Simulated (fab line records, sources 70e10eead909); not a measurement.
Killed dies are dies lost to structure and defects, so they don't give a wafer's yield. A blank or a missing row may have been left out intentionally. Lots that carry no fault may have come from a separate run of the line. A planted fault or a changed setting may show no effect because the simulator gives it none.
Which tool was responsible?	flow nand-harc	72 wafers from 24 lots sampled at 6 of the route's 1159 steps

## WHAT EACH GAUGE READ, for each wafer
NHARC_P_STI_INSPECT_11.
lot	measured	on	raw-defect-count
L074	day 2 08:27	defect-inspect-01	4 1 6
L075	day 2 19:04	defect-inspect-01	1 8 4
L076	day 3 03:23	defect-inspect-01	5 6 4
L077	day 3 03:34	defect-inspect-02	5 6 3
L078	day 3 11:23	defect-inspect-01	3 5 1
L079	day 3 17:20	defect-inspect-02	2 2 3
L080	day 4 01:01	defect-inspect-01	3 3 8
L081	day 4 06:29	defect-inspect-01	5 5 3
L082	day 4 13:36	defect-inspect-01	3 0 3
L083	day 4 13:38	defect-inspect-01	8 7 8
L084	day 5 01:32	defect-inspect-02	10 9 11
L085	day 5 05:52	defect-inspect-01	4 12 3
L086	day 5 13:42	defect-inspect-02	15 10 10
L087	day 5 13:52	defect-inspect-02	7 7 8
L088	day 6 02:02	defect-inspect-02	4 5 5
L089	day 6 01:53	defect-inspect-02	3 2 6
L090	day 6 11:02	defect-inspect-02	5 3 9
L091	day 6 19:08	defect-inspect-01	8 2 5
L092	day 7 01:31	defect-inspect-02	10 2 11
L093	day 7 06:34	defect-inspect-01	3 18 10
L094	day 7 14:01	defect-inspect-02	3 4 6
L095	day 7 14:11	defect-inspect-02	7 10 5
L096	day 8 04:12	defect-inspect-02	2 3 5
L097	day 8 04:02	defect-inspect-02	3 9 11

NHARC_P_STI_CD_MEAS_16.
lot	measured	on	cd-nm (nm)
L074	day 2 09:02	cd-sem-01	199.7 198.9 201.2
L075	day 2 19:40	cd-sem-02	199.5 198.6 199.4
L076	day 3 03:58	cd-sem-03	202.2 203.0 203.3
L077	day 3 04:09	cd-sem-01	200.7 199.3 203.7
L078	day 3 11:58	cd-sem-01	201.2 199.7 201.2
L079	day 3 17:55	cd-sem-02	201.0 201.0 197.4
L080	day 4 01:37	cd-sem-01	195.7 196.9 196.7
L081	day 4 07:04	cd-sem-02	198.4 199.1 198.4
L082	day 4 14:10	cd-sem-01	197.7 199.1 200.0
L083	day 4 14:14	cd-sem-02	194.1 193.9 196.8
L084	day 5 02:06	cd-sem-01	202.2 202.2 199.8
L085	day 5 06:27	cd-sem-03	199.1 197.4 198.5
L086	day 5 14:16	cd-sem-03	199.5 199.4 200.7
L087	day 5 14:26	cd-sem-01	198.6 197.7 196.1
L088	day 6 02:37	cd-sem-03	196.8 197.6 199.2
L089	day 6 02:28	cd-sem-02	199.1 198.5 198.1
L090	day 6 11:41	cd-sem-01	197.7 199.6 200.8
L091	day 6 19:43	cd-sem-03	200.7 202.6 202.0
L092	day 7 02:05	cd-sem-03	199.3 198.4 199.8
L093	day 7 07:08	cd-sem-02	195.9 199.8 199.3
L094	day 7 14:38	cd-sem-01	200.3 200.0 199.2
L095	day 7 14:46	cd-sem-01	192.8 196.8 195.2
L096	day 8 04:46	cd-sem-02	198.1 195.8 199.8
L097	day 8 04:36	cd-sem-03	199.8 198.5 199.5

NHARC_P_GATE_CD_MEAS_33.
lot	measured	on	cd-nm (nm)
L074	day 4 17:27	cd-sem-03	121.2 121.2 120.1
L075	day 5 02:01	cd-sem-02	122.6 121.7 121.5
L076	day 5 14:23	cd-sem-02	120.1 121.2 118.8
L077	day 5 14:19	cd-sem-01	119.8 119.2 117.2
L078	day 5 17:51	cd-sem-02	119.2 119.7 121.2
L079	day 5 17:46	cd-sem-01	119.9 119.2 120.1
L080	day 6 10:16	cd-sem-02	120.5 118.1 121.4
L081	day 7 01:52	cd-sem-01	121.7 119.1 122.4
L082	day 7 03:32	cd-sem-02	120.3 118.1 120.1
L083	day 7 02:34	cd-sem-03	123.2 120.4 124.7
L084	day 7 12:32	cd-sem-01	117.7 117.2 119.8
L085	day 7 12:23	cd-sem-03	118.1 120.5 118.6
L086	day 8 03:46	cd-sem-02	122.5 123.0 120.1
L087	day 8 03:18	cd-sem-01	121.6 121.9 121.0
L088	day 8 13:47	cd-sem-03	120.3 121.9 122.6
L089	day 8 13:53	cd-sem-01	116.9 123.7 120.1
L090	day 8 19:59	cd-sem-01	120.3 120.6 120.9
L091	day 9 04:44	cd-sem-02	120.7 121.6 119.4
L092	day 9 04:52	cd-sem-03	119.3 121.1 118.1
L093	day 9 12:31	cd-sem-03	124.1 123.4 120.4
L094	day 9 21:20	cd-sem-03	122.1 119.1 119.8
L095	day 9 20:55	cd-sem-02	119.8 120.1 119.9
L096	day 10 07:46	cd-sem-02	122.0 122.8 121.2
L097	day 10 06:31	cd-sem-02	122.5 123.0 122.9

## TOOL THAT RAN EACH LOT (tool first, then ch and the chambers of the sampled wafers, then the start)
lot	NHARC_P_ZERO_WELL_DESCUM_13	NHARC_P_ZERO_WELL_ETCH_62	NHARC_P_GATE_ETCH_32
L074	rie-diel-05 ch 1,2,3, day 1 13:18	rie-diel-05 ch 1,2,3, day 2 08:27 or earlier	rie-si-01 ch 0,1, day 4 17:07
L075	rie-diel-06 ch 0,1,3, day 1 19:25	rie-diel-06 ch 2,3, day 2 19:04 or earlier	rie-si-04 ch 0,1,2, day 5 01:43
L076	rie-diel-09 ch 0,1,2, day 2 01:28	rie-diel-09 ch 1,2,3, day 3 03:23 or earlier	rie-si-04 ch 0,2,3, day 5 14:04
L077	rie-diel-06 ch 0,2,3, day 2 07:17	rie-diel-06 ch 1,3, day 3 03:34 or earlier	rie-si-05 ch 1,2,3, day 5 13:59
L078	rie-diel-05 ch 1,3, day 2 13:17	rie-diel-05 ch 0,3, day 3 11:23 or earlier	rie-si-05 ch 0,2,3, day 5 17:32
L079	rie-diel-05 ch 0,1,3, day 2 19:25	rie-diel-05 ch 0,1,3, day 3 17:20 or earlier	rie-si-01 ch 1,2,3, day 5 17:28
L080	rie-diel-05 ch 1,3, day 3 01:17	rie-diel-05 ch 0,3, day 4 01:01 or earlier	rie-si-05 ch 0,1, day 6 09:55
L081	rie-diel-06 ch 0,1,2, day 3 07:25	rie-diel-06 ch 0,3, day 4 06:29 or earlier	rie-si-04 ch 0,2,3, day 7 00:56
L082	rie-diel-05 ch 0,1, day 3 13:17	rie-diel-05 ch 0,1,3, day 4 13:36 or earlier	rie-si-04 ch 1,2,3, day 7 03:12
L083	rie-diel-09 ch 0,3, day 3 19:17	rie-diel-09 ch 1,2, day 4 13:38 or earlier	rie-si-01 ch 0,1, day 7 02:14
L084	rie-diel-06 ch 1,2,3, day 4 01:16	rie-diel-06 ch 0,1,3, day 5 01:32 or earlier	rie-si-05 ch 0,1,2, day 7 12:12
L085	rie-diel-05 ch 0,1,2, day 4 07:17	rie-diel-05 ch 0,1,2, day 5 05:52 or earlier	rie-si-01 ch 0,2, day 7 12:03
L086	rie-diel-06 ch 0,3, day 4 13:25	rie-diel-06 ch 0,2,3, day 5 13:42 or earlier	rie-si-04 ch 1,3, day 8 03:26
L087	rie-diel-05 ch 0,1,3, day 4 19:20	rie-diel-05 ch 0,1,3, day 5 13:52 or earlier	rie-si-05 ch 2,3, day 8 02:59
L088	rie-diel-05 ch 1,2,3, day 5 01:31	rie-diel-05 ch 0,1,3, day 6 02:02 or earlier	rie-si-04 ch 0,2,3, day 8 13:28
L089	rie-diel-05 ch 0,2,3, day 5 07:19	rie-diel-05 ch 1,2,3, day 6 01:53 or earlier	rie-si-01 ch 0,1,3, day 8 13:34
L090	rie-diel-09 ch 1,3, day 5 13:23	rie-diel-09 ch 0,1,2, day 6 11:02 or earlier	rie-si-05 ch 0,1,2, day 8 19:40
L091	rie-diel-09 ch 0,1, day 5 19:17	rie-diel-09 ch 0,3, day 6 19:08 or earlier	rie-si-01 ch 0,1,3, day 9 04:26
L092	rie-diel-06 ch 0,2,3, day 6 01:25	rie-diel-06 ch 0,1,3, day 7 01:31 or earlier	rie-si-04 ch 0,2,3, day 9 04:32
L093	rie-diel-09 ch 0,1,3, day 6 07:24	rie-diel-09 ch 0,1,3, day 7 06:34 or earlier	rie-si-05 ch 0,1, day 9 12:11
L094	rie-diel-05 ch 0,1,2, day 6 13:25	rie-diel-05 ch 0,1,3, day 7 14:01 or earlier	rie-si-01 ch 0,1,2, day 9 21:01
L095	rie-diel-09 ch 1,3, day 6 19:25	rie-diel-09 ch 1,3, day 7 14:11 or earlier	rie-si-05 ch 0,2,3, day 9 20:35
L096	rie-diel-05 ch 0,1,3, day 7 01:35	rie-diel-05 ch 0,1,2, day 8 04:12 or earlier	rie-si-04 ch 1,3, day 10 07:23
L097	rie-diel-09 ch 0,1, day 7 07:26	rie-diel-09 ch 2,3, day 8 04:02 or earlier	rie-si-01 ch 0,3, day 10 06:10
- NHARC_P_ZERO_WELL_DESCUM_13: chemistry O2, time 3 s.
- NHARC_P_ZERO_WELL_ETCH_62: etches the open film in CHF3/Ar, target depth 13 nm, time 6.5 s.
- NHARC_P_GATE_ETCH_32: etches the open film in HBr/Cl2, target depth 150 nm, time 100.1 s.

## AS READ BY THE TOOLS THEMSELVES (means over the sampled wafers that have a number; for cases with no such wafer, the mark the record gives instead)
NHARC_P_ZERO_WELL_DESCUM_13.
lot	tool	drypump-motor-current-A (A)	o2-flow-sccm (sccm)	oes-product-au (a.u.)	rf-vpp-V (V)	showerhead-plenum-p-Torr (Torr)	throttle-valve-pct (%)
L074	rie-diel-05	5.6	200.1	0.995	57.5	1.89	11.306
L075	rie-diel-06	5.6	199.8	1.010	57.7	1.84	11.308
L076	rie-diel-09	5.6	199.9	0.989	57.7	1.96	11.318
L077	rie-diel-06	5.6	200.1	1.000	57.6	1.89	11.299
L078	rie-diel-05	5.4	199.7	1.004	56.4	1.88	11.310
L079	rie-diel-05	5.7	200.0	0.997	57.6	1.90	11.315
L080	rie-diel-05	5.4	199.6	0.998	57.1	1.88	11.321
L081	rie-diel-06	5.5	200.0	0.996	56.8	1.89	11.317
L082	rie-diel-05	6.2	199.8	1.012	58.0	1.97	11.316
L083	rie-diel-09	5.5	200.2	0.994	58.0	1.91	11.306
L084	rie-diel-06	5.7	200.0	1.002	58.0	1.89	11.310
L085	rie-diel-05	5.9	199.7	0.991	57.0	1.91	11.301
L086	rie-diel-06	5.7	199.6	1.010	56.6	1.84	11.306
L087	rie-diel-05	5.7	199.7	1.014	57.9	1.90	11.305
L088	rie-diel-05	5.6	199.6	1.002	58.7	1.89	11.308
L089	rie-diel-05	5.5	199.6	0.996	57.5	1.84	11.306
L090	rie-diel-09	5.7	199.9	0.982	57.3	1.91	11.306
L091	rie-diel-09	5.4	200.1	1.006	57.9	2.03	11.314
L092	rie-diel-06	5.6	200.0	1.004	57.5	1.89	11.307
L093	rie-diel-09	5.5	199.7	1.000	58.2	1.97	11.312
L094	rie-diel-05	6.0	199.7	1.002	59.0	1.91	11.309
L095	rie-diel-09	5.6	200.3	0.991	58.1	1.91	11.307
L096	rie-diel-05	5.8	201.0	0.995	56.9	1.90	11.319
L097	rie-diel-09	5.5	200.4	0.994	58.8	2.04	11.317

NHARC_P_ZERO_WELL_ETCH_62.
lot	tool	drypump-motor-current-A (A)	oes-product-au (a.u.)	rf-fwd-power-W (W)	rf-vpp-V (V)	showerhead-plenum-p-Torr (Torr)	throttle-valve-pct (%)
L074	rie-diel-05	5.6	0.959	488.0	370.0	2.32	20.216
L075	rie-diel-06	5.8	0.930	487.4	369.9	2.32	20.218
L076	rie-diel-09	5.7	0.962	489.7	369.8	2.33	20.225
L077	rie-diel-06	5.7	0.965	486.3	368.5	2.25	20.220
L078	rie-diel-05	5.7	0.968	486.7	370.3	2.27	20.213
L079	rie-diel-05	5.8	0.965	486.4	370.2	2.33	20.217
L080	rie-diel-05	5.3	0.955	487.0	368.8	2.24	20.208
L081	rie-diel-06	5.4	0.977	487.0	369.4	2.25	20.217
L082	rie-diel-05	5.8	0.966	486.4	370.2	2.33	20.209
L083	rie-diel-09	5.8	0.959	488.6	369.2	2.31	20.218
L084	rie-diel-06	5.6	0.979	489.6	367.8	2.25	20.222
L085	rie-diel-05	5.9	0.964	486.9	370.8	2.34	20.215
L086	rie-diel-06	5.6	0.969	487.8	369.8	2.32	20.218
L087	rie-diel-05	5.8	0.970	488.5	369.7	2.33	20.216
L088	rie-diel-05	5.8	0.965	487.4	370.5	2.33	20.220
L089	rie-diel-05	5.6	0.949	487.5	369.3	2.32	20.213
L090	rie-diel-09	5.6	0.962	489.4	372.0	2.40	20.215
L091	rie-diel-09	5.5	0.951	487.9	369.4	2.34	20.218
L092	rie-diel-06	5.6	0.972	488.5	368.6	2.25	20.212
L093	rie-diel-09	5.5	0.956	489.3	371.5	2.41	20.217
L094	rie-diel-05	5.8	0.963	486.4	370.4	2.33	20.220
L095	rie-diel-09	5.7	0.940	489.7	372.2	2.42	20.216
L096	rie-diel-05	5.9	0.933	488.4	370.1	2.34	20.212
L097	rie-diel-09	5.7	0.967	488.4	369.1	2.25	20.212

NHARC_P_GATE_ETCH_32.
lot	tool	drypump-motor-current-A (A)	oes-product-au (a.u.)	rf-fwd-power-W (W)	throttle-valve-pct (%)
L074	rie-si-01	5.92	0.998	398.1	26.410
L075	rie-si-04	5.73	1.004	396.4	26.410
L076	rie-si-04	5.43	0.991	397.1	26.402
L077	rie-si-05	5.45	1.004	398.0	26.416
L078	rie-si-05	5.47	1.003	396.9	26.400
L079	rie-si-01	5.78	1.006	396.8	26.402
L080	rie-si-05	5.76	1.006	398.4	26.406
L081	rie-si-04	5.43	0.994	396.1	26.407
L082	rie-si-04	5.57	0.995	395.9	26.403
L083	rie-si-01	5.91	0.995	396.6	26.405
L084	rie-si-05	5.64	1.004	396.6	26.405
L085	rie-si-01	5.99	1.003	398.1	26.401
L086	rie-si-04	5.64	0.999	396.0	26.411
L087	rie-si-05	5.30	1.007	396.4	26.406
L088	rie-si-04	5.44	0.989	397.4	26.414
L089	rie-si-01	5.74	0.997	395.7	26.409
L090	rie-si-05	5.60	1.005	395.8	26.406
L091	rie-si-01	5.76	1.012	397.3	26.415
L092	rie-si-04	5.43	0.984	396.1	26.413
L093	rie-si-05	5.74	0.997	397.8	26.408
L094	rie-si-01	5.92	0.999	398.3	26.405
L095	rie-si-05	5.46	1.005	396.1	26.397
L096	rie-si-04	5.67	0.996	396.7	26.409
L097	rie-si-01	5.85	1.002	396.4	26.404

## THE ANSWER, worked out from the rows above alone
Rule: what is usual is taken from the lots themselves. Put in order of their means at a reading, lots are off if they are a third of the lots or fewer, leave a main group of 4 or more, and stand apart from it by a gap of 3 or more times the standard deviation of the main group's means; of several such gaps the widest counts. If all means in a main group match to the digits the tables above print for the reading, that group is not used. Also off: a lot with no number at a reading for which 4 or more lots have one. The other lots that the step has rows for count as sound. After the gauges, taken in route order, come the tools' own readings; for these a lot's mean is taken, as printed above. The first step at which some lot is off is used, and at that step the reading that is off furthest; a lot without a number counts as furthest.
None of the lots is off at any reading shown; this tells nothing.

## WHAT HAD BEEN PUT IN BY THE SIMULATOR
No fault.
